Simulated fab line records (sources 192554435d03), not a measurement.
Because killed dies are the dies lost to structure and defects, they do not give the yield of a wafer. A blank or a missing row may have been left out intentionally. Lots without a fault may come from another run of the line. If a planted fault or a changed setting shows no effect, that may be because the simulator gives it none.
Chamber matching | flow n5Finfet | N5_BEOL_M4_ALD_84 on aldMetal-01: 4 sister chambers
The step deposits TaN, pulse time 2 s, purge time 3 s, co reactant purge time 2 s. 30 wafers are shown with their chamber, then 12 later ones without.

## WAFERS PAIRED WITH THEIR CHAMBERS
wafer  | chamber | heaterPowerOuterW (W) | heaterPowerW (W)
L074.2 | 0       | 240                   | 393
L074.3 | 1       | 204                   | 360
L074.5 | 3       | 327                   | 558
L076.1 | 1       | 211                   | 364
L076.2 | 2       | 229                   | 401
L076.6 | 1       | 215                   | 352
L077.3 | 1       | 208                   | 360
L077.4 | 3       | 332                   | 567
L077.5 | 0       | 232                   | 384
L080.1 | 2       | 229                   | 424
L080.2 | 3       | 342                   | 571
L080.6 | 0       | 235                   | 386
L079.1 | 1       | 209                   | 363
L079.3 | 2       | 230                   | 421
L079.6 | 2       | 231                   | 432
L084.4 | 3       | 332                   | 557
L084.5 | 0       | 244                   | 393
L084.6 | 3       | 335                   | 568
L086.1 | 2       | 228                   | 422
L086.3 | 0       | 234                   | 387
L086.5 | 1       | 208                   | 364
L085.3 | 1       | 206                   | 364
L085.4 | 3       | 337                   | 561
L085.5 | 1       | 211                   | 357
L087.3 | 0       | 233                   | 386
L087.4 | 3       | 336                   | 552
L087.6 | 3       | 340                   | 561
L089.1 | 3       | 338                   | 552
L089.2 | 0       | 240                   | 401
L089.6 | 3       | 335                   | 545

SIGNATURES (means of the wafers above)
reading           | chamber 0 | chamber 1 | chamber 2 | chamber 3 | scatter within a chamber
heaterPowerOuterW | 236.86    | 209.00    | 229.40    | 335.40    | 3.8
heaterPowerW      | 390.00    | 360.50    | 420.00    | 559.20    | 7.51
Rule: for a wafer and a chamber, the distance is found by dividing, reading by reading, the gap between the wafer's reading and the chamber's mean by the reading's scatter, squaring, summing and taking the root. If the next closest chamber is less than 2 further off than the closest, the wafer can't be placed; otherwise it belongs to the closest. The scatter: the root of (the sum of the squares of (reading less its chamber's mean) over the shown wafers, divided by (wafers less chambers)).

## WAFERS WITHOUT THEIR CHAMBER
wafer  | heaterPowerOuterW (W) | heaterPowerW (W)
L090.1 | 241                   | 412
L090.2 | 210                   | 368
L090.4 | 330                   | 566
L093.1 | 234                   | 392
L093.2 | 326                   | 548
L093.5 | 241                   | 385
L094.1 | 334                   | 563
L094.3 | 212                   | 357
L094.5 | 239                   | 391
L097.2 | 246                   | 393
L097.3 | 232                   | 407
L097.5 | 235                   | 391

## CHAMBER TAKEN BY EACH
wafer  | from the rows above     | in truth
L090.1 | can't be placed: 0 or 2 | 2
L090.2 | 1                       | 1
L090.4 | 3                       | 3
L093.1 | 0                       | 0
L093.2 | 3                       | 3
L093.5 | 0                       | 0
L094.1 | 3                       | 3
L094.3 | 1                       | 1
L094.5 | 0                       | 0
L097.2 | 0                       | 0
L097.3 | can't be placed: 2 or 0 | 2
L097.5 | 0                       | 0
10 of 12 placed correctly. Cannot be placed on the basis of these rows: 2; the candidates contain the true chamber in 2. Placed wrongly: 0.
